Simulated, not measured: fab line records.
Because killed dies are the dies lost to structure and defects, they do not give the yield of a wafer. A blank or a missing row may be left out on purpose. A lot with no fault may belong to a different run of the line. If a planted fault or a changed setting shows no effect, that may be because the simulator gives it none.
Which of the tools did it? -- flow n5_finfet -- at 1 step of a route of 1938, 12 lots with 36 wafers sampled

WHAT THE GAUGES SHOWED, per wafer
N5_BEOL_M9_CD_MEAS_28 targets a cd of 70 nm.
lot,measured,on,cd_nm (nm)
L074,day 9 21:01,cd_sem-03,69.97 70.13 69.76
L075,day 10 12:03,cd_sem-01,69.72 69.47 70.08
L079,day 11 02:56,cd_sem-02,69.54 69.72 69.12
L081,day 11 14:23,cd_sem-03,69.68 69.72 69.96
L080,day 11 23:08,cd_sem-01,70.22 70.13 70.39
L085,day 12 14:27,cd_sem-02,69.79 70.41 69.67
L087,day 13 09:55,cd_sem-02,69.54 70.05 69.68
L090,day 13 17:55,cd_sem-02,69.59 70.00 69.75
L089,day 14 04:19,cd_sem-03,69.76 70.25 70.09
L094,day 14 13:07,cd_sem-02,69.71 69.89 69.89
L095,day 15 02:41,cd_sem-02,70.16 69.94 69.48
L097,day 15 21:36,cd_sem-01,70.30 70.21 69.97

EACH LOT AND THE TOOL THAT RAN IT (in order: tool; ch and the chambers of the sampled wafers; start)
The record shows no process step preceding these readings.

THE ANSWER, worked out from the rows above alone
Rule: the usual values come from the lots themselves. Put in order of their means at a reading, lots are off if they are a third of the lots or fewer, leave a main group of 4 or more, and stand apart from it by a gap of 3 or more times the standard deviation of the main group's means; of several such gaps the widest counts. A main group whose means are all the same, to the digits that the tables above print for the reading, isn't used. Also off: a lot with no number at a reading for which 4 or more lots have one. Where the step has rows for the other lots, those lots are counted as sound.
No lot is off on any of the readings shown, so nothing can be concluded from this.

WHAT THE SIMULATOR HAD PUT IN
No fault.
